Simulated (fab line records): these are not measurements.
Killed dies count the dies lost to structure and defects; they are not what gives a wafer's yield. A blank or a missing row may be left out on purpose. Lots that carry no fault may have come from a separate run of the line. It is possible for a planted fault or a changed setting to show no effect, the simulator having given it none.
A lot that was struck, set against a sound lot || flow nand_harc || 12 out of 1302 route steps
Sound: wafers L535.1, L535.3, L535.4. Wafers L541.1, L541.2, L541.4 were the ones struck. The cause comes at the end.
At each step with rows: each side's tool, then ch and its chambers, then its first start. Under that, the readings that differ: sound wafers || struck wafers || difference of the means || sigmas: that difference in standard deviations of wafers without a fault.
alike: readings whose means differ by less than 2 such deviations, and words and numbers that are the same on both sides. not compared: withheld readings, readings that some wafer has no value for, bounds like >300 that may hide the same value, and numbers for which the record gives no deviation and whose values overlap.
A row with sigmas, a row that says differs or no value, or rows on one side alone: a step with any of these is where the two part. Numbers that have no deviation but don't overlap get no sigmas and don't part them. Lack of a reading on every wafer of one side parts them only where that side has two or more wafers.

NHARC_A_CHANNEL_FILL_D2_STRIP_28: strips in O2, time 20 s.
  sound on rie_diel-13 ch 0,2,3, day 16 10:56; struck on rie_diel-03 ch 0,2,3, day 18 03:29
{"reading": "rf_hours_counter_h (h)", "sound": "0 0 0", "struck": "3 4 4", "difference": "+4", "sigmas": ""}
  alike: chamber_pressure_mTorr, drypump_motor_current_A, oes_product_au, rf_vpp_V, showerhead_plenum_p_Torr, throttle_valve_pct
then, 4 steps without rows for these wafers: NHARC_A_CHANNEL_FILL_D2_PRECLEAN_21 (cleans in dHF, time 30 s); NHARC_A_CHANNEL_FILL_D2_SRD_23; NHARC_A_CHANNEL_FILL_D2_CVD_05 (deposits poly-Si, target thk 5 nm); NHARC_A_CHANNEL_FILL_D2_ANNEAL_22 (time 7200 s).
NHARC_A_CHANNEL_FILL_D2_ALD_25: deposits SiOx, target thk 60 nm, pulse time 10 s, ald cycles 600.
  sound on ald_hk-04 ch 0,1,2, day 16 22:44; struck on ald_hk-02 ch 0,2,3, day 18 15:14
  alike: heater_power_w, precursor_pulse_height_rel
NHARC_A_CHANNEL_FILL_D2_ETCHBACK_08: etches the open film in C4F8, target depth 220 nm, time 110 s.
  sound on rie_diel-04 ch 0,1,2; struck on rie_diel-13 ch 0,1,3
{"reading": "chamber_pressure_mTorr (mTorr)", "sound": "25.032 24.959 25.035", "struck": "24.980 24.918 24.984", "difference": -0.048, "sigmas": -2}
  alike: oes_product_au, rf_vpp_V
  not compared: rf_hours_counter_h
NHARC_A_CHANNEL_FILL_D2_STRIP_29: strips in O2, time 20 s.
  sound on rie_diel-04 ch 0,1,2; struck on rie_diel-13 ch 0,1,3
  alike: chamber_pressure_mTorr, drypump_motor_current_A, oes_product_au, rf_vpp_V, showerhead_plenum_p_Torr, throttle_valve_pct
  not compared: rf_hours_counter_h
then, 3 steps without rows for these wafers: NHARC_A_CHANNEL_FILL_D2_PRECLEAN_30 (cleans in dHF, time 30 s); NHARC_A_CHANNEL_FILL_D2_SRD_31; NHARC_A_CHANNEL_FILL_D2_CVD_09 (deposits poly-Si, target thk 150 nm, time 3000 s).
NHARC_A_CHANNEL_FILL_D2_CMP_10: polishes, target thk 150 nm.
  sound on cmp-03 ch 0,1,2, day 17 11:13; struck on cmp-02 ch 0,2,3, day 19 02:31
  no value came back on the struck wafers for edge_zone_pressure_frac, motor_current_A (A), time_to_endpoint_s (s); on the sound wafers edge_zone_pressure_frac reads 1.002 0.997 1.003

WHERE THEY PART
Earliest at NHARC_A_CHANNEL_FILL_D2_ETCHBACK_08; latest, in this record, at NHARC_A_CHANNEL_FILL_D2_CMP_10.

WHY: what had been put in by the simulator
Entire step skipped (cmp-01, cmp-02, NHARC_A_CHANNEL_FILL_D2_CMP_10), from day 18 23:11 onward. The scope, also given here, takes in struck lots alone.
